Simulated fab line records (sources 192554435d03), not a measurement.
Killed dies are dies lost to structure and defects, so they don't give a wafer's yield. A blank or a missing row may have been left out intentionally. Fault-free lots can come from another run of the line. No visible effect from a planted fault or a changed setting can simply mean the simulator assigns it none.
Matching of chambers || flow n5Finfet || N5_BEOL_M8_VIA_ETCH_34 on rieDiel-02 has 4 sister chambers
The step etches SiCOH lowk in C4F6/O2, target depth 125.5 nm, time 50.5 s. 4 wafers are shown with their chamber, then 9 later ones without.

## WAFERS PAIRED WITH THEIR CHAMBERS
{"wafer": "L084.6", "chamber": 3, "drypumpMotorCurrentA (A)": 5.9}
{"wafer": "L090.2", "chamber": 0, "drypumpMotorCurrentA (A)": 6.5}
{"wafer": "L090.5", "chamber": 2, "drypumpMotorCurrentA (A)": 5.1}
{"wafer": "L090.6", "chamber": 1, "drypumpMotorCurrentA (A)": 6.3}

## WAFERS WITH NO CHAMBER GIVEN
{"wafer": "L092.1", "drypumpMotorCurrentA (A)": 5.1}
{"wafer": "L092.3", "drypumpMotorCurrentA (A)": 6.6}
{"wafer": "L092.4", "drypumpMotorCurrentA (A)": 6.2}
{"wafer": "L094.1", "drypumpMotorCurrentA (A)": 5.1}
{"wafer": "L094.2", "drypumpMotorCurrentA (A)": 5.9}
{"wafer": "L094.3", "drypumpMotorCurrentA (A)": 6.3}
{"wafer": "L095.2", "drypumpMotorCurrentA (A)": 5.1}
{"wafer": "L095.3", "drypumpMotorCurrentA (A)": 5.9}
{"wafer": "L095.5", "drypumpMotorCurrentA (A)": 5.9}

## EACH ONE'S CHAMBER
{"wafer": "L092.1", "from the rows above": 2, "in truth": 2}
{"wafer": "L092.3", "from the rows above": 0, "in truth": 0}
{"wafer": "L092.4", "from the rows above": 1, "in truth": 1}
{"wafer": "L094.1", "from the rows above": 2, "in truth": 2}
{"wafer": "L094.2", "from the rows above": 3, "in truth": 3}
{"wafer": "L094.3", "from the rows above": 1, "in truth": 1}
{"wafer": "L095.2", "from the rows above": 2, "in truth": 2}
{"wafer": "L095.3", "from the rows above": 3, "in truth": 3}
{"wafer": "L095.5", "from the rows above": 3, "in truth": 3}
Correct placement for 9 of the 9. Not placeable from these rows: 0. Number placed wrongly: 0.
How it was worked out, from the rows above alone: a wafer's distance from a chamber is the root of the sum, over the readings, of the square of ((its reading less the chamber's mean) divided by the reading's scatter). If the next closest chamber is less than 2 further off than the closest, the wafer can't be placed; otherwise it belongs to the closest. A chamber's mean is the mean of its shown wafers. The scatter (one wafer shown for each chamber): square how far every hidden wafer sits from the nearest shown wafer, average those squares and take the square root.
